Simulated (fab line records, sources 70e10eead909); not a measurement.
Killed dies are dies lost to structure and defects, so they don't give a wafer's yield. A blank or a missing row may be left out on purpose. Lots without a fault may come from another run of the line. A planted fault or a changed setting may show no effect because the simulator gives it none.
A struck lot beside a sound one | flow nand_harc | 15 steps out of a route of 1159
Sound: wafers L567.2, L567.3, L567.4. Struck: wafers L573.2, L573.4, L573.6. The cause comes at the end.
At each step with rows: each side's tool, then ch and its chambers, then its first start. Under that, the readings that differ: sound wafers | struck wafers | difference of the means | sigmas: that difference in standard deviations of wafers without a fault.
alike: readings whose means differ by less than 2 such deviations, and words and numbers that are the same on both sides. not compared: withheld readings, readings that some wafer has no value for, bounds like >300 that may hide the same value, and numbers for which the record gives no deviation and whose values overlap.
The two part at a step that has a row with sigmas, a row that says differs or no value, or rows on one side only. Numbers that don't overlap but have no deviation are shown without sigmas and don't part them. A reading that every wafer of one side lacks parts them only if that side has two wafers or more.

first, 1 step without rows for these wafers: NHARC_A_ONON_D1_DEP_12 (target thk 1000 nm).
NHARC_A_ONON_D1_THK_MEAS_14: measures by ellipsometry.
  sound on film_metro-01, day 7 09:01; struck on film_metro-01, day 9 04:28
  alike: thk_nm
then, 2 steps without rows for these wafers: NHARC_A_ONON_D1_ANNEAL_15 (time 3600 s); NHARC_A_ONON_D1_DEP_16 (target thk 1000 nm).
NHARC_A_ONON_D1_THK_MEAS_18: measures by ellipsometry.
  sound on film_metro-02, day 7 18:19; struck on film_metro-02, day 9 22:16
  reading     | sound       | struck         | difference | sigmas
  thk_nm (nm) | 980 981 980 | 1011 1013 1011 | +31        | +3
then, 1 step without rows for these wafers: NHARC_A_ONON_D1_DEP_19 (target thk 1000 nm).
NHARC_A_ONON_D1_THK_MEAS_21: measures by ellipsometry.
  sound on film_metro-02, day 7 18:52; struck on film_metro-01, day 9 22:50
  reading     | sound          | struck      | difference | sigmas
  thk_nm (nm) | 1009 1012 1011 | 991 993 992 | -19        | -2
then, 1 step without rows for these wafers: NHARC_A_ONON_D1_DEP_22 (target thk 1000 nm).
NHARC_A_ONON_D1_THK_MEAS_24: measures by ellipsometry.
  sound on film_metro-02, day 7 19:26; struck on film_metro-02, day 9 23:24
  reading     | sound       | struck         | difference | sigmas
  thk_nm (nm) | 996 998 995 | 1015 1016 1016 | +19        | +2
then, 1 step without rows for these wafers: NHARC_A_ONON_D1_DEP_25 (target thk 1000 nm).
NHARC_A_ONON_D1_THK_MEAS_27: measures by ellipsometry.
  sound on film_metro-02, day 7 20:03; struck on film_metro-02, day 10 00:01
  reading     | sound       | struck         | difference | sigmas
  thk_nm (nm) | 984 985 985 | 1014 1013 1013 | +29        | +3
NHARC_A_ONON_D1_DEP_28: target thk 1000 nm.
  sound on pecvd_onon-01 ch 0, day 7 20:10; struck on pecvd_onon-04 ch 0, day 10 00:09
  alike: susceptor_temp_C
NHARC_A_ONON_D1_THK_MEAS_30: measures by ellipsometry.
  sound on film_metro-01, day 7 20:37; struck on film_metro-02, day 10 00:36
  reading     | sound          | struck         | difference | sigmas
  thk_nm (nm) | 1013 1011 1012 | 1307 1308 1307 | +295       | +21
NHARC_A_ONON_D1_DEP_33: deposits SiO2, target thk 200 nm.
  sound on pecvd-04 ch 0,2, day 7 20:58; struck on pecvd-02 ch 0,1,2, day 10 00:46
  alike: chamber_pressure_Torr, heater_power_w, susceptor_temp_C, throttle_valve_pct
-- the record jumps here: 12 days lie between the struck wafers' starts before and after (it left off in module A_ONON_D1 and takes up again in module END, whose first step shown is number 1159 of the route) --
NHARC_END_SORT_01:
  sound on prober-02 ch 0, day 18 21:26; struck on prober-02 ch 0, day 22 02:04
  reading         | sound    | struck      | difference | sigmas
  killed_at_array | 24 24 21 | 676 675 676 | +653       | +65
  killed_dies     | 30 33 24 | 677 677 677 | +648       | +65
  alike: killed_at_other, killed_at_periphery, killed_open, killed_short

WHERE THEY PART
First at NHARC_A_ONON_D1_THK_MEAS_18; last, within this record, at NHARC_END_SORT_01.

WHY: what the simulator had put in
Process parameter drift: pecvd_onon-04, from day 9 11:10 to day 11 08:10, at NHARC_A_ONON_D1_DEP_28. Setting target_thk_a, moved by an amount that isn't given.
